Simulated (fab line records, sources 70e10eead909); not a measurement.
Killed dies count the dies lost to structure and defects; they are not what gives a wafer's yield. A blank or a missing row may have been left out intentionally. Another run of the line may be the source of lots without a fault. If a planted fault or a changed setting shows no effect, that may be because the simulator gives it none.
Matching of chambers :: flow nand harc :: NHARC_A_STAIRCASE_DEP_301 on pecvd-01: 3 sister chambers
The step deposits SiON, target thk 30 nm. 16 wafers are shown with their chamber, then 8 later ones without.

WAFERS, EACH WITH ITS CHAMBER
wafer: L074.1
chamber: 0
rf fwd power W (W): 348.0
heater power w (W): 813

wafer: L074.3
chamber: 2
rf fwd power W (W): 346.9
heater power w (W): 734

wafer: L074.5
chamber: 0
rf fwd power W (W): 348.2
heater power w (W): 812

wafer: L077.2
chamber: 0
rf fwd power W (W): 348.0
heater power w (W): 793

wafer: L077.3
chamber: 0
rf fwd power W (W): 347.0
heater power w (W): 803

wafer: L077.6
chamber: 1
rf fwd power W (W): 349.4
heater power w (W): 786

wafer: L079.1
chamber: 0
rf fwd power W (W): 347.7
heater power w (W): 834

wafer: L079.2
chamber: 1
rf fwd power W (W): 350.4
heater power w (W): 821

wafer: L079.4
chamber: 2
rf fwd power W (W): 348.1
heater power w (W): 791

wafer: L086.2
chamber: 1
rf fwd power W (W): 349.9
heater power w (W): 837

wafer: L086.4
chamber: 1
rf fwd power W (W): 348.2
heater power w (W): 840

wafer: L086.6
chamber: 2
rf fwd power W (W): 348.5
heater power w (W): 707

wafer: L088.1
chamber: 0
rf fwd power W (W): 347.8
heater power w (W): 760

wafer: L088.4
chamber: 0
rf fwd power W (W): 348.5
heater power w (W): 763

wafer: L088.6
chamber: 1
rf fwd power W (W): 351.0
heater power w (W): 687

wafer: L092.2
chamber: 0
rf fwd power W (W): 348.1
heater power w (W): 834

SIGNATURES (means of the wafers above)
reading: rf fwd power W
chamber 0: 347.913
chamber 1: 349.780
chamber 2: 347.833
scatter within a chamber: 0.749

reading: heater power w
chamber 0: 801.50
chamber 1: 794.20
chamber 2: 744.00
scatter within a chamber: 44.3
Rule: for a wafer and a chamber, the distance is found by dividing, reading by reading, the gap between the wafer's reading and the chamber's mean by the reading's scatter, squaring, summing and taking the root. If the next closest chamber is less than 2 further off than the closest, the wafer can't be placed; otherwise it belongs to the closest. The scatter is the square root of a quotient: the sum, over the shown wafers, of each reading's squared deviation from its chamber's mean, divided by wafers minus chambers.

WAFERS WITH NO CHAMBER GIVEN
wafer: L092.3
rf fwd power W (W): 348.9
heater power w (W): 797

wafer: L092.5
rf fwd power W (W): 349.8
heater power w (W): 833

wafer: L095.1
rf fwd power W (W): 347.2
heater power w (W): 717

wafer: L095.3
rf fwd power W (W): 346.8
heater power w (W): 759

wafer: L095.6
rf fwd power W (W): 349.2
heater power w (W): 735

wafer: L094.2
rf fwd power W (W): 350.1
heater power w (W): 755

wafer: L094.3
rf fwd power W (W): 349.7
heater power w (W): 827

wafer: L094.5
rf fwd power W (W): 347.7
heater power w (W): 829

WHICH CHAMBER EACH ONE RAN IN
wafer: L092.3
from the rows above: can't be placed: 1 or 0 or 2
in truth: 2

wafer: L092.5
from the rows above: can't be placed: 1 or 0
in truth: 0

wafer: L095.1
from the rows above: can't be placed: 2 or 0
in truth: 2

wafer: L095.3
from the rows above: can't be placed: 2 or 0
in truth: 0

wafer: L095.6
from the rows above: can't be placed: 1 or 2 or 0
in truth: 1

wafer: L094.2
from the rows above: 1
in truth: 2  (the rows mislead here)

wafer: L094.3
from the rows above: can't be placed: 1 or 0
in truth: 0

wafer: L094.5
from the rows above: can't be placed: 0 or 2
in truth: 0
Placed correctly: 0 of 8. Can't be placed from these rows: 7 (the true chamber is among the candidates in 7). 1 placed wrongly.
